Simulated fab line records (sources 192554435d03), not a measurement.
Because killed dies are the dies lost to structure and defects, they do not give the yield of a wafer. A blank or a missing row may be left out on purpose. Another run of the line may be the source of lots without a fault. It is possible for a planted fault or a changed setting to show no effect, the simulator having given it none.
Matching of chambers :: flow n5-finfet :: 3 sister chambers for N5_BEOL_M7_CURE_74 on uv-cure-03
The step cures SiCOH lowk, time 240 s. 27 wafers are shown with their chamber, then 12 later ones without.

## EACH WAFER AND ITS CHAMBER
wafer: L076.3
chamber: 0
wafer_temp_C_max: 386.4
lamp-power-pct (%): 52.33

wafer: L076.4
chamber: 0
wafer_temp_C_max: 387.2
lamp-power-pct (%): 52.24

wafer: L076.6
chamber: 0
wafer_temp_C_max: 386.4
lamp-power-pct (%): 52.33

wafer: L080.1
chamber: 1
wafer_temp_C_max: 386.1
lamp-power-pct (%): 52.37

wafer: L080.2
chamber: 1
wafer_temp_C_max: 386.6
lamp-power-pct (%): 52.34

wafer: L080.4
chamber: 1
wafer_temp_C_max: 385.9
lamp-power-pct (%): 52.40

wafer: L081.2
chamber: 1
wafer_temp_C_max: 385.9
lamp-power-pct (%): 52.16

wafer: L081.5
chamber: 1
wafer_temp_C_max: 386.3
lamp-power-pct (%): 52.36

wafer: L081.6
chamber: 1
wafer_temp_C_max: 386.0
lamp-power-pct (%): 52.31

wafer: L083.3
chamber: 2
wafer_temp_C_max: 387.8
lamp-power-pct (%): 52.33

wafer: L083.4
chamber: 2
wafer_temp_C_max: 388.0
lamp-power-pct (%): 52.30

wafer: L083.5
chamber: 2
wafer_temp_C_max: 387.2
lamp-power-pct (%): 52.26

wafer: L087.1
chamber: 1
wafer_temp_C_max: 386.5
lamp-power-pct (%): 52.35

wafer: L087.2
chamber: 1
wafer_temp_C_max: 385.6
lamp-power-pct (%): 52.42

wafer: L087.6
chamber: 1
wafer_temp_C_max: 386.2
lamp-power-pct (%): 52.37

wafer: L087.3
chamber: 1
wafer_temp_C_max: 385.9
lamp-power-pct (%): 52.21

wafer: L087.4
chamber: 1
wafer_temp_C_max: 386.0
lamp-power-pct (%): 52.36

wafer: L087.5
chamber: 1
wafer_temp_C_max: 386.3
lamp-power-pct (%): 52.33

wafer: L088.1
chamber: 0
wafer_temp_C_max: 387.1
lamp-power-pct (%): 52.23

wafer: L088.3
chamber: 0
wafer_temp_C_max: 386.8
lamp-power-pct (%): 52.31

wafer: L088.5
chamber: 0
wafer_temp_C_max: 386.9
lamp-power-pct (%): 52.25

wafer: L090.1
chamber: 2
wafer_temp_C_max: 387.2
lamp-power-pct (%): 52.31

wafer: L090.3
chamber: 2
wafer_temp_C_max: 386.7
lamp-power-pct (%): 52.37

wafer: L090.4
chamber: 2
wafer_temp_C_max: 386.9
lamp-power-pct (%): 52.42

wafer: L090.2
chamber: 2
wafer_temp_C_max: 387.6
lamp-power-pct (%): 52.39

wafer: L090.5
chamber: 2
wafer_temp_C_max: 387.2
lamp-power-pct (%): 52.23

wafer: L090.6
chamber: 2
wafer_temp_C_max: 387.2
lamp-power-pct (%): 52.26

SIGNATURES (means of the wafers above)
reading: wafer_temp_C_max
chamber 0: 386.800
chamber 1: 386.108
chamber 2: 387.311
scatter within a chamber: 0.345

reading: lamp-power-pct
chamber 0: 52.2817
chamber 1: 52.3317
chamber 2: 52.3189
scatter within a chamber: 0.0666
Rule: a wafer's distance from a chamber is the root of the sum, over the readings, of the square of ((its reading less the chamber's mean) divided by the reading's scatter). If the next closest chamber is less than 2 further off than the closest, the wafer can't be placed; otherwise it belongs to the closest. The scatter is the square root of a quotient: the sum, over the shown wafers, of each reading's squared deviation from its chamber's mean, divided by wafers minus chambers.

## WAFERS WHOSE CHAMBER IS MISSING
wafer: L091.1
wafer_temp_C_max: 387.2
lamp-power-pct (%): 52.34

wafer: L091.2
wafer_temp_C_max: 387.5
lamp-power-pct (%): 52.28

wafer: L091.6
wafer_temp_C_max: 387.2
lamp-power-pct (%): 52.25

wafer: L093.2
wafer_temp_C_max: 387.8
lamp-power-pct (%): 52.30

wafer: L093.4
wafer_temp_C_max: 387.6
lamp-power-pct (%): 52.22

wafer: L093.5
wafer_temp_C_max: 387.0
lamp-power-pct (%): 52.23

wafer: L096.2
wafer_temp_C_max: 386.4
lamp-power-pct (%): 52.35

wafer: L096.4
wafer_temp_C_max: 386.3
lamp-power-pct (%): 52.29

wafer: L096.5
wafer_temp_C_max: 386.5
lamp-power-pct (%): 52.40

wafer: L097.1
wafer_temp_C_max: 385.9
lamp-power-pct (%): 52.27

wafer: L097.3
wafer_temp_C_max: 386.5
lamp-power-pct (%): 52.34

wafer: L097.5
wafer_temp_C_max: 386.2
lamp-power-pct (%): 52.29

## WHICH CHAMBER EACH WENT THROUGH
wafer: L091.1
from the rows above: can't be placed: 2 or 0
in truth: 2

wafer: L091.2
from the rows above: can't be placed: 2 or 0
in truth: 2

wafer: L091.6
from the rows above: can't be placed: 2 or 0
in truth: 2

wafer: L093.2
from the rows above: can't be placed: 2 or 0
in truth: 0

wafer: L093.4
from the rows above: can't be placed: 2 or 0
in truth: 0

wafer: L093.5
from the rows above: can't be placed: 0 or 2
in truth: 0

wafer: L096.2
from the rows above: can't be placed: 1 or 0 or 2
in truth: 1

wafer: L096.4
from the rows above: can't be placed: 1 or 0
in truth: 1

wafer: L096.5
from the rows above: can't be placed: 1 or 0 or 2
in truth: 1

wafer: L097.1
from the rows above: can't be placed: 1 or 0
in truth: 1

wafer: L097.3
from the rows above: can't be placed: 1 or 0 or 2
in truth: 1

wafer: L097.5
from the rows above: can't be placed: 1 or 0
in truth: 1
Correctly placed: 0 of 12. These rows do not allow placing 12 (true chamber among the candidates in 12). Number placed wrongly: 0.
